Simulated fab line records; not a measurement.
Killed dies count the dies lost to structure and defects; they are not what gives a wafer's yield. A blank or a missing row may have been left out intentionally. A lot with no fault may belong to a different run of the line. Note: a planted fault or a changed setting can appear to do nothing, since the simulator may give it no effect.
fab line records	flow nand_harc
record lots=6	wafers=18	last_day=24
route steps=1159 shown P_M2@330 END@1159
lots with no fault: from the same line, run without faults
start_h: start of the lot's first displayed wafer, in hours after the record's first day	wait_h: hours elapsed since this lot's preceding step	" identical to the entry in the row above	L1.1+2: one row covering several wafers at once	- no value, or no start was given	* or withheld: withheld	< > ~ a bound
route shown NAME@n: a module of which the file shows steps, and the number in the route of the first	usual: the fault-free wafers' mean and standard deviation	same: alike in all rows	chamber/n: place in a boat	sites: readings site by site	_std_site: the standard deviation of these	_edge_site: mean of outer sites minus mean of inner sites	radius_mm: how far each site lies from the wafer's centre	mask NAME#n: copy n	behind: tool/chamber where the wafer was last shaped	hold: why the lot was held/for how many hours/how that ended	device: the n, p or np transistor that did not switch	end of line: tests run on the same wafers once the route is complete	a step with no rows: only its recipe	killed: at the first sort, the dies lost to defects and structure; wafer yield is something else	map: a wafer's dies, x killed, . not, _ none there
set.NAME: setting as actually run; set.NAME@STEP: the setting as run at that earlier step	model.NAME: the simulator's own value behind a step, which no gauge read
lots seen at some steps along the route; tables by step, rows by wafer
services: a tool's chamber out of use, with start hour (start_h, from the record's first day; less than 0 if before it), hours out, and reason
## steps
# step NHARC_P_M2_INSPECT_11
# usual raw_defect_count=4/3.1
lot.wafer	tool	chamber	start_h	wait_h	raw_defect_count
L340.1	defect_inspect-02	-	135.18	0.0	4
L340.3	"	-	"	"	6
L340.4	"	-	"	"	6
L339.1	defect_inspect-02	-	135.76	0.0	9
L339.4	"	-	"	"	3
L339.6	"	-	"	"	4
L352.1	defect_inspect-01	-	206.22	0.0	5
L352.4	"	-	"	"	1
L352.6	"	-	"	"	0
L355.2	defect_inspect-02	-	221.51	0.0	14
L355.3	"	-	"	"	6
L355.4	"	-	"	"	5
L359.1	defect_inspect-01	-	236.82	0.0	1
L359.4	"	-	"	"	1
L359.5	"	-	"	"	0
L358.1	defect_inspect-02	-	239.01	0.0	4
L358.2	"	-	"	"	1
L358.4	"	-	"	"	1
# step NHARC_P_M2_DESCUM_14
# recipe time_s=3	o2_flow_sccm=200	ar_flow_sccm=0	bias_power_w=0	chemistry=O2
# step NHARC_P_M2_ETCH_35
# recipe target_depth_a=400	overetch_a=120	time_s=43.94	ion_energy_ev=200	n2_flow_sccm=150	h2_flow_sccm=150	ar_flow_sccm=0	rf_w=400	bias_w=150	chemistry=N2/H2
# usual drypump_motor_current_A=5.6/0.33	oes_product_au=0.998/0.0069	rf_vpp_V=429.1/2.5	showerhead_plenum_p_Torr=1.99/0.088	throttle_valve_pct=14.172/0.0097
lot.wafer	tool	chamber	start_h	wait_h	drypump_motor_current_A	oes_product_au	rf_hours_counter_h	rf_vpp_V	showerhead_plenum_p_Torr	throttle_valve_pct
L340.1	rie_diel-09	3	135.34	0.1	5.5	1.004	2	427.9	1.90	14.164
L340.3	"	0	"	"	5.8	0.988	2	428.8	2.00	14.178
L340.4	"	1	"	"	6.0	1.005	2	431.7	2.15	14.178
L339.1	rie_diel-04	2	135.90	0.1	5.2	1.004	2	433.9	2.15	14.163
L339.4	"	1	"	"	5.3	0.991	2	428.4	1.95	14.181
L339.6	"	2	"	"	5.2	0.992	-	433.9	2.15	14.162
L352.1	rie_diel-04	1	206.37	0.1	5.3	0.992	13	426.7	1.95	14.181
L352.4	"	2	"	"	5.3	1.003	16	433.2	2.15	14.168
L352.6	"	0	"	"	6.4	1.002	-	431.1	2.06	14.178
L355.2	rie_diel-09	0	221.67	0.1	5.8	0.995	5	430.5	2.00	14.167
L355.4	"	1	"	"	6.0	0.995	5	432.8	2.15	14.185
L355.3	"	2	"	"	5.6	0.990	5	428.2	1.95	14.163
L359.1	rie_diel-09	0	236.97	0.1	5.8	1.006	6	430.6	2.00	14.180
L359.4	"	1	"	"	6.0	1.005	6	434.3	2.14	14.179
L359.5	"	1	"	"	5.9	0.991	-	433.9	2.15	14.162
L358.2	rie_diel-09	3	239.16	0.1	5.5	1.000	6	427.6	1.90	14.162
L358.1	"	0	"	"	5.8	0.999	6	429.2	2.00	14.180
L358.4	"	1	"	"	5.9	0.990	6	433.8	2.14	14.169
# step NHARC_P_M2_ETCH_15
# recipe target_depth_a=1825	time_s=91.2	c4f8_flow_sccm=withheld	ar_flow_sccm=400	rf_w=600	bias_w=300	chemistry=C4F8/Ar
# usual oes_product_au=0.948/0.022	rf_vpp_V=439.8/2.7
lot.wafer	tool	chamber	start_h	wait_h	oes_product_au	rf_hours_counter_h	rf_vpp_V
L340.4	rie_diel-09	2	-	-	0.925	2	438.4
L340.1	"	3	"	"	0.920	2	436.4
L340.3	"	0	"	"	0.926	2	439.2
L339.1	rie_diel-04	3	-	-	0.987	2	436.9
L339.4	"	0	"	"	0.981	2	440.6
L339.6	"	3	"	"	0.981	-	436.8
L352.4	rie_diel-04	0	-	-	0.934	15	442.7
L352.1	"	2	"	"	0.926	16	443.2
L352.6	"	0	"	"	0.922	-	441.2
L355.3	rie_diel-09	0	-	-	0.925	5	440.1
L355.2	"	1	"	"	0.914	5	444.5
L355.4	"	2	"	"	0.919	5	439.1
L359.1	rie_diel-09	2	-	-	0.943	6	439.1
L359.4	"	3	"	"	0.961	6	438.1
L359.5	"	1	"	"	0.929	-	443.8
L358.2	rie_diel-09	0	-	-	0.985	6	439.3
L358.4	"	1	"	"	0.967	6	443.5
L358.1	"	3	"	"	0.990	6	435.6
# step NHARC_P_M2_CD_MEAS_16
# usual cd_nm=170.1/0.64
lot.wafer	tool	chamber	start_h	wait_h	cd_nm
L340.1	cd_sem-02	-	135.55	-	169.9
L340.3	"	-	"	"	169.6
L340.4	"	-	"	"	169.8
L339.1	cd_sem-03	-	136.17	-	169.2
L339.4	"	-	"	"	169.5
L339.6	"	-	"	"	169.5
L352.1	cd_sem-01	-	206.58	-	170.3
L352.4	"	-	"	"	169.3
L352.6	"	-	"	"	170.0
L355.2	cd_sem-03	-	221.88	-	169.4
L355.3	"	-	"	"	169.5
L355.4	"	-	"	"	169.5
L359.1	cd_sem-02	-	237.19	-	170.8
L359.4	"	-	"	"	170.9
L359.5	"	-	"	"	171.0
L358.1	cd_sem-02	-	239.38	-	170.8
L358.2	"	-	"	"	170.5
L358.4	"	-	"	"	170.4
# step NHARC_P_M2_STRIP_18
# recipe power_w=1000	n2_flow_sccm=150	h2_flow_sccm=150	ar_flow_sccm=0	bias_w=0	chemistry=N2/H2
# step NHARC_P_M2_ETCH_28
# recipe target_depth_a=300	over_etch_frac=0.3	time_s=72.99	ion_energy_ev=150	cf4_flow_sccm=50	n2_flow_sccm=100	ar_flow_sccm=150	rf_w=300	bias_w=100	chemistry=CF4/N2
# usual drypump_motor_current_A=5.6/0.38	oes_product_au=1.000/0.0071	rf_vpp_V=313.3/2	showerhead_plenum_p_Torr=2.57/0.11	throttle_valve_pct=19.794/0.0089
lot.wafer	tool	chamber	start_h	wait_h	drypump_motor_current_A	oes_product_au	rf_hours_counter_h	rf_vpp_V	showerhead_plenum_p_Torr	throttle_valve_pct
L340.3	rie_diel-09	0	-	-	5.8	0.996	2	314.4	2.58	19.792
L340.1	"	1	"	"	5.9	1.000	2	315.8	2.75	19.808
L340.4	"	2	"	"	5.6	0.995	2	313.1	2.52	19.804
L339.4	rie_diel-09	2	-	-	5.6	1.001	2	311.3	2.52	19.795
L339.1	"	3	"	"	5.5	0.999	2	310.7	2.46	19.788
L339.6	"	3	"	"	5.5	0.999	-	311.8	2.46	19.790
L352.1	rie_diel-09	2	-	-	5.6	0.989	5	312.6	2.52	19.795
L352.4	"	3	"	"	5.5	0.995	5	311.6	2.46	19.810
L352.6	"	2	"	"	5.6	0.991	-	311.9	2.52	19.792
L355.3	rie_diel-04	1	-	-	5.3	0.997	17	313.7	2.51	19.805
L355.4	"	3	"	"	4.9	1.008	19	312.4	2.48	19.792
L355.2	"	0	"	"	6.4	1.001	19	315.6	2.65	19.781
L359.1	rie_diel-04	1	-	-	5.3	0.996	18	311.2	2.51	19.805
L359.4	"	3	"	"	4.9	1.002	20	313.7	2.48	19.810
L359.5	"	1	"	"	5.3	0.992	-	311.3	2.51	19.807
L358.1	rie_diel-09	1	-	-	5.9	1.000	6	317.4	2.75	19.795
L358.4	"	3	"	"	5.5	1.014	6	312.3	2.46	19.800
L358.2	"	0	"	"	5.8	1.006	6	313.0	2.58	19.789
# step NHARC_P_M2_STRIP_19
# recipe time_s=600	temp_c=30	chemistry=post_etch_residue_remover
# step NHARC_P_M2_DEGAS_29
# recipe temp_c=250	time_s=60
# step NHARC_P_M2_PRE_CLEAN_30
# recipe time_s=30	temp_c=280	gas=H2/He
# step NHARC_P_M2_PVD_20
# recipe target_thk_a=50	bias_v=168.6	power_w=15000	chamber_pressure_pa=0.12	time_s=8.06	substrate_temp_c=50	material=TaN
# usual cathode_dc_power_W=15000/2.7	throttle_valve_pct=30.4/1.1
lot.wafer	tool	chamber	start_h	wait_h	cathode_dc_power_W	throttle_valve_pct
L340.3	pvd_sputter-01	-	-	-	14997	29.6
L340.1	"	-	"	"	14999	30.9
L340.4	"	-	"	"	15003	31.8
L339.1	pvd_sputter-03	-	-	-	15000	29.7
L339.4	"	-	"	"	15000	28.1
L339.6	"	-	"	"	15003	29.0
L352.1	pvd_sputter-01	-	-	-	14999	31.8
L352.4	"	-	"	"	15002	32.0
L352.6	"	-	"	"	15005	31.9
L355.3	pvd_sputter-01	-	-	-	14996	31.8
L355.4	"	-	"	"	15002	28.9
L355.2	"	-	"	"	15004	31.6
L359.1	pvd_sputter-01	-	-	-	15003	31.9
L359.4	"	-	"	"	14998	32.0
L359.5	"	-	"	"	14998	29.0
L358.2	pvd_sputter-01	-	-	-	15004	31.7
L358.1	"	-	"	"	15003	29.2
L358.4	"	-	"	"	15002	31.6
# step NHARC_P_M2_PVD_21
# recipe target_thk_a=300	chamber_pressure_pa=5	power_w=5000	substrate_temp_c=30	time_s=20.49	material=Cu
# step NHARC_P_M2_ECD_22
# recipe target_thk_a=4000	bath_temp_c=25	material=Cu
# usual bath_temp_c=24.99/0.1
lot.wafer	tool	chamber	start_h	wait_h	bath_temp_c
L340.1	ecd_cu-02	1	136.68	-	24.88
L340.4	"	0	"	"	24.91
L340.3	"	1	"	"	25.03
L339.1	ecd_cu-01	1	137.34	-	25.15
L339.4	"	1	"	"	25.01
L339.6	"	0	"	"	24.94
L352.1	ecd_cu-02	1	207.68	-	25.14
L352.4	"	0	"	"	25.97
L352.6	"	0	"	"	25.89
L355.2	ecd_cu-02	0	223.00	-	26.14
L355.3	"	1	"	"	24.77
L355.4	"	0	"	"	25.89
L359.1	ecd_cu-01	0	238.31	-	24.98
L359.4	"	0	"	"	24.97
L359.5	"	0	"	"	24.97
L358.1	ecd_cu-01	1	240.45	-	24.91
L358.2	"	0	"	"	25.02
L358.4	"	1	"	"	24.78
# step NHARC_P_M2_ANNEAL_31
# recipe temp_c=225	time_s=90
# usual wafer_temp_C_max=225.82/0.23
lot.wafer	tool	chamber	start_h	wait_h	wafer_temp_C_max
L340.1	rtp_anneal-02	0	137.01	0.3	225.96
L340.3	"	0	"	"	225.52
L340.4	"	0	"	"	225.98
L339.1	rtp_anneal-01	0	137.67	-	225.87
L339.4	"	0	"	"	226.14
L339.6	"	0	"	"	226.15
L352.1	rtp_anneal-01	0	208.06	0.3	225.93
L352.4	"	0	"	"	225.98
L352.6	"	0	"	"	226.03
L355.2	rtp_anneal-01	0	223.39	0.3	225.86
L355.3	"	0	"	"	225.80
L355.4	"	0	"	"	225.46
L359.1	rtp_anneal-02	0	238.69	0.3	225.92
L359.4	"	0	"	"	225.81
L359.5	"	0	"	"	225.75
L358.1	rtp_anneal-01	0	240.83	0.3	225.97
L358.2	"	0	"	"	225.90
L358.4	"	0	"	"	226.25
# step NHARC_END_SORT_01
# recipe temp_c=25
# usual defect_limited_yield=95.0/1.7	killed_at_array=29/12	killed_at_other=0.7/1	killed_at_periphery=4/3.2	killed_dies=34/12	killed_open=3.4/2	killed_short=1.8/1.3	sort_bin_2_pct=1.6/0.7	sort_bin_3_pct=0.26/0.23	sort_bin_4_pct=3.1/1.1	sort_n_pass=643/12	sort_rim_yield_pct=96.4/2.6	sort_yield_pct=95.0/1.7
# same gross_dies=677	sort_bin_5_pct[%]=0	sort_bin_6_pct[%]=0	sort_bin_7_pct[%]=0	sort_bin_8_pct[%]=0	sort_rim_n_gross=106.00
lot.wafer	tool	chamber	start_h	wait_h	defect_limited_yield[%]	killed_at_array	killed_at_other	killed_at_periphery	killed_dies	killed_open	killed_short	sort_bin_2_pct[%]	sort_bin_3_pct[%]	sort_bin_4_pct[%]	sort_n_pass	sort_rim_yield_pct[%]	sort_yield_pct[%]
L340.1	prober-02	0	460.91	2.5	93.9	33	0	8	41	8	2	1.5	0.15	4.4	636	99.1	93.9
L340.3	prober-02	0	462.51	3.1	95.4	26	0	5	31	3	2	1.2	0.15	3.2	646	97.2	95.4
L340.4	prober-02	0	463.31	3.4	94.2	31	0	8	39	6	0	1.9	0	3.8	638	94.3	94.2
L352.1	prober-02	0	530.11	2.5	94.7	32	0	4	36	4	5	1.5	0.44	3.4	641	97.2	94.7
L352.4	prober-02	0	532.52	3.4	92.3	47	1	4	52	5	3	2.5	0.44	4.7	625	95.3	92.3
L352.6	prober-02	0	534.12	4.0	93.9	40	1	0	41	2	2	1.3	0.44	4.3	636	99.1	93.9
L359.1	prober-02	0	566.08	2.4	92.5	46	0	5	51	5	2	2.2	0.30	5.0	626	94.3	92.5
L359.4	prober-02	0	568.51	3.4	90.5	62	1	1	64	4	1	3.0	0.30	6.2	613	96.2	90.5
L359.5	prober-02	0	569.31	3.7	93.2	45	1	0	46	6	1	2.1	0.30	4.4	631	97.2	93.2
# killed by level:class
L340.1 A_CHANNEL_HOLE_D1:chamber_film_flake=14 A_SLIT:chamber_film_flake=8 P_ZERO_WELL:chamber_film_flake=3 A_CONTACT:chamber_film_flake=3 P_M0:geometric_particle:open=2 A_WL_FILL:geometric_particle:open=2 A_CHANNEL_FILL_D1:chamber_film_flake=2 P_M1:geometric_particle:open=1
L340.3 A_CHANNEL_HOLE_D1:chamber_film_flake=11 A_SLIT:chamber_film_flake=9 P_M1:geometric_particle:short=2 P_M0:geometric_particle:open=1 A_CHANNEL_FILL_D1:geometric_particle:open=1 A_CONTACT:geometric_particle:open=1 P_M0:chamber_film_flake=1 P_BONDPAD:chamber_film_flake=1
L340.4 A_SLIT:chamber_film_flake=14 A_CHANNEL_HOLE_D1:chamber_film_flake=12 P_GATE:geometric_particle:open=2 P_GATE:chamber_film_flake=2 A_CONTACT:chamber_film_flake=2 P_CONTACT:geometric_particle:open=1 P_M0:geometric_particle:open=1 A_CONTACT:geometric_particle:open=1
L352.1 A_CHANNEL_HOLE_D1:chamber_film_flake=13 A_SLIT:chamber_film_flake=11 P_GATE:geometric_particle:short=1 P_CONTACT:geometric_particle:short=1 P_CONTACT:geometric_particle:open=1 P_M0:geometric_particle:open=1 A_CHANNEL_HOLE_D1:geometric_particle:open=1 A_CHANNEL_HOLE_D1:geometric_particle:short=1
L352.4 A_SLIT:chamber_film_flake=17 A_CHANNEL_HOLE_D1:chamber_film_flake=15 A_STAIRCASE:chamber_film_flake=3 A_WL_FILL:chamber_film_flake=3 A_CONTACT:chamber_film_flake=3 P_CONTACT:geometric_particle:open=2 A_SGD_CUT:geometric_particle:short=2 P_M0:geometric_particle:open=1
L352.6 A_CHANNEL_HOLE_D1:chamber_film_flake=17 A_SLIT:chamber_film_flake=16 A_STAIRCASE:chamber_film_flake=2 A_WL_FILL:geometric_particle:short=1 A_M0:geometric_particle:open=1 A_M1:geometric_particle:open=1 STARTING-WAFER:geometric_particle:short=1 A_CONTACT:chamber_film_flake=1
L359.1 A_SLIT:chamber_film_flake=18 A_CHANNEL_HOLE_D1:chamber_film_flake=17 A_CONTACT:chamber_film_flake=7 A_SOURCE_PLATE:geometric_particle:short=2 P_GATE:geometric_particle:open=1 P_CONTACT:geometric_particle:open=1 P_M1:geometric_particle:open=1 P_M2:geometric_particle:open=1
L359.4 A_CHANNEL_HOLE_D1:chamber_film_flake=26 A_SLIT:chamber_film_flake=21 A_CONTACT:chamber_film_flake=8 A_CHANNEL_FILL_D1:chamber_film_flake=3 A_CHANNEL_FILL_D1:geometric_particle:open=1 A_CHANNEL_FILL_D1:geometric_particle:short=1 A_WL_FILL:geometric_particle:open=1 A_M0:geometric_particle:open=1
L359.5 A_CHANNEL_HOLE_D1:chamber_film_flake=16 A_SLIT:chamber_film_flake=15 A_CONTACT:chamber_film_flake=5 A_ONON_D1:geometric_particle:open=2 A_SOURCE_PLATE:geometric_particle:open=1 A_CHANNEL_HOLE_D1:geometric_particle:short=1 A_CONTACT:geometric_particle:open=1 A_BLC:geometric_particle:open=1
## services
tool	chamber	start_h	hours	kind
rie_diel-04	-	111.95	9.0	pm
rie_diel-09	0	135.10	-	clean
rie_diel-09	1	135.10	-	clean
rie_diel-09	2	135.10	-	clean
rie_diel-09	3	135.10	-	clean
rie_diel-09	0	144.79	3.3	repair
ecd_cu-01	-	154.36	1.4	repair
rie_diel-09	1	157.88	4.2	repair
rie_diel-09	0	159.65	-	clean
rie_diel-09	2	159.65	-	clean
rie_diel-09	3	159.65	-	clean
rie_diel-09	0	168.54	1.2	repair
pvd_sputter-01	-	171.17	10.0	pm
ecd_cu-02	-	180.00	8.0	pm
rie_diel-04	1	181.25	4.5	repair
rie_diel-09	0	184.15	-	clean
rie_diel-09	1	184.15	-	clean
rie_diel-09	2	184.15	-	clean
rie_diel-09	3	184.15	-	clean
pvd_sputter-03	-	185.58	1.2	repair
rie_diel-04	1	188.07	9.5	repair
pvd_sputter-03	-	204.83	6.3	repair
rie_diel-09	0	208.65	-	clean
rie_diel-04	-	217.85	0.2	repair
## key
first_sign step=NHARC_P_M2_ECD_22	reading=bath_temp_c	direction=up	sigmas=9.9	usual=*	struck=*
effect none on later readings
met_at NHARC_P_M2_ECD_22
struck_wafers L352.4,L352.6,L355.2,L355.4
onset_between 136.68 207.68
fault kind=process_parameter_drift	tool=ecd_cu-02	chamber=0	onset_h=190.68	steps=NHARC_P_M2_ECD_22	channel=bath_temp_c	offset=*	shape=step	end_h=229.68	acts_in=*	stated=*
